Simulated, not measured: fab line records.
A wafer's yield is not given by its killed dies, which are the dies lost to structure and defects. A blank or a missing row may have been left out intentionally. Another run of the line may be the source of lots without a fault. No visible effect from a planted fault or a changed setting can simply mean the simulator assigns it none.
Chamber matching ; flow n5_finfet ; pecvd-04 running N5_BEOL_M0_SAQP_PECVD_96: 3 sister chambers
The step deposits a-Si from SiH4/He, target thk 45 nm, time 45.2 s. 6 wafers are shown with their chamber, then 9 later ones without.

WAFERS, EACH WITH ITS CHAMBER
wafer;chamber;showerhead_plenum_p_Torr (Torr);throttle_valve_pct (%)
L081.4;1;5.58;18.4
L082.1;0;5.65;19.3
L082.4;2;5.77;16.9
L084.1;2;5.75;17.0
L084.3;0;5.66;19.1
L084.5;1;5.58;18.3

WAFERS WITH NO CHAMBER GIVEN
wafer;showerhead_plenum_p_Torr (Torr);throttle_valve_pct (%)
L089.2;5.65;19.1
L089.4;5.76;17.0
L089.5;5.65;19.3
L092.3;5.66;19.1
L092.5;5.65;19.2
L092.6;5.59;18.5
L094.2;5.60;18.0
L094.4;5.75;17.1
L094.5;5.65;19.1

CHAMBER TAKEN BY EACH
wafer;from the rows above;in truth
L089.2;0;0
L089.4;2;2
L089.5;0;0
L092.3;0;0
L092.5;0;0
L092.6;1;1
L094.2;1;1
L094.4;2;2
L094.5;0;0
Correct placement for 9 of the 9. Number that these rows cannot place: 0. Placed wrongly: 0.
How it was worked out, from the rows above alone: a wafer's distance from a chamber is the root of the sum, over the readings, of the square of ((its reading less the chamber's mean) divided by the reading's scatter). If the next closest chamber is less than 2 further off than the closest, the wafer can't be placed; otherwise it belongs to the closest. For every chamber, the mean is computed from those of its wafers that are shown. The scatter: take each reading less its chamber's mean, square it, sum over the shown wafers, divide by the number of wafers less the number of chambers, and take the root.
